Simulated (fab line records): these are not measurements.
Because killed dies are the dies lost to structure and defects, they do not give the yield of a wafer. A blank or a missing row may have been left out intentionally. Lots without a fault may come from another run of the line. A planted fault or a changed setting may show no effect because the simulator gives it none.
Chamber matching | flow n5 finfet | N5_BEOL_M5_CO_CAP_78 on cvd co-01: 3 sister chambers
The step material Co, precursor CCTBA/H2, target thk 2 nm, time 102.1 s. 3 wafers are shown with their chamber, then 10 later ones without.

EACH WAFER AND ITS CHAMBER
wafer  | chamber | heater power w (W)
L088.3 | 1       | 265
L094.1 | 0       | 244
L094.2 | 2       | 239

WAFERS WITHOUT THEIR CHAMBER
wafer  | heater power w (W)
L094.5 | 244
L095.2 | 273
L095.3 | 244
L095.4 | 251
L097.2 | 240
L097.4 | 251
L097.5 | 248
L096.2 | 244
L096.3 | 236
L096.4 | 250

WHICH CHAMBER EACH ONE RAN IN
wafer  | from the rows above          | in truth
L094.5 | can't be placed: 0 or 2      | 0
L095.2 | 1                            | 1
L095.3 | can't be placed: 0 or 2      | 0
L095.4 | can't be placed: 0 or 2 or 1 | 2
L097.2 | can't be placed: 2 or 0      | 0
L097.4 | can't be placed: 0 or 2 or 1 | 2
L097.5 | can't be placed: 0 or 2      | 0
L096.2 | can't be placed: 0 or 2      | 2
L096.3 | can't be placed: 2 or 0      | 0
L096.4 | can't be placed: 0 or 2 or 1 | 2
Placed correctly: 1 of 10. From these rows, 9 cannot be placed; in 9 the true chamber is one of the candidates. Wrongly placed: 0.
How it was worked out, from the rows above alone: a wafer's distance from a chamber is the root of the sum, over the readings, of the square of ((its reading less the chamber's mean) divided by the reading's scatter). If the next closest chamber is less than 2 further off than the closest, the wafer can't be placed; otherwise it belongs to the closest. The mean given for a chamber averages the wafers shown for that chamber. The scatter (one wafer shown for each chamber): square how far every hidden wafer sits from the nearest shown wafer, average those squares and take the square root.
